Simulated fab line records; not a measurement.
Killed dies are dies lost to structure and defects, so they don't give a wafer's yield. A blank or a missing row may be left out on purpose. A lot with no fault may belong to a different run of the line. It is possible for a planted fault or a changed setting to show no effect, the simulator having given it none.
Matching of chambers	flow n5 finfet	N5_BEOL_M15_DESCUM_15 on rie diel-03: 4 sister chambers
The step chemistry O2, time 7.9 s. 8 wafers are shown with their chamber, then 9 later ones without.

WAFERS, EACH WITH ITS CHAMBER
wafer	chamber	showerhead plenum p Torr (Torr)	throttle valve pct (%)
L076.5	0	2.09	20.64
L082.5	2	2.08	20.84
L087.1	1	2.21	20.53
L087.2	0	2.08	20.68
L087.6	1	2.21	20.55
L089.2	2	2.08	20.86
L089.4	3	2.08	21.04
L089.5	3	2.08	21.03

WAFERS WHOSE CHAMBER IS MISSING
wafer	showerhead plenum p Torr (Torr)	throttle valve pct (%)
L090.2	2.08	20.69
L090.3	2.21	20.54
L090.4	2.08	20.67
L095.1	2.08	20.72
L095.4	2.08	20.59
L095.5	2.08	20.59
L096.3	2.08	20.70
L096.5	2.08	20.59
L096.6	2.07	20.88

CHAMBER TAKEN BY EACH
wafer	from the rows above	in truth
L090.2	0	0
L090.3	1	1
L090.4	0	0
L095.1	0	0
L095.4	0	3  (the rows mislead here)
L095.5	0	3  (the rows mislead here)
L096.3	0	0
L096.5	0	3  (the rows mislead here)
L096.6	2	2
Correct placement for 6 of the 9. Left unplaced by these rows: 0. Wrongly placed: 3.
How it was worked out, from the rows above alone: a wafer's distance from a chamber is the root of the sum, over the readings, of the square of ((its reading less the chamber's mean) divided by the reading's scatter). If the next closest chamber is less than 2 further off than the closest, the wafer can't be placed; otherwise it belongs to the closest. A chamber's mean is the mean of its shown wafers. The scatter is the square root of a quotient: the sum, over the shown wafers, of each reading's squared deviation from its chamber's mean, divided by wafers minus chambers.
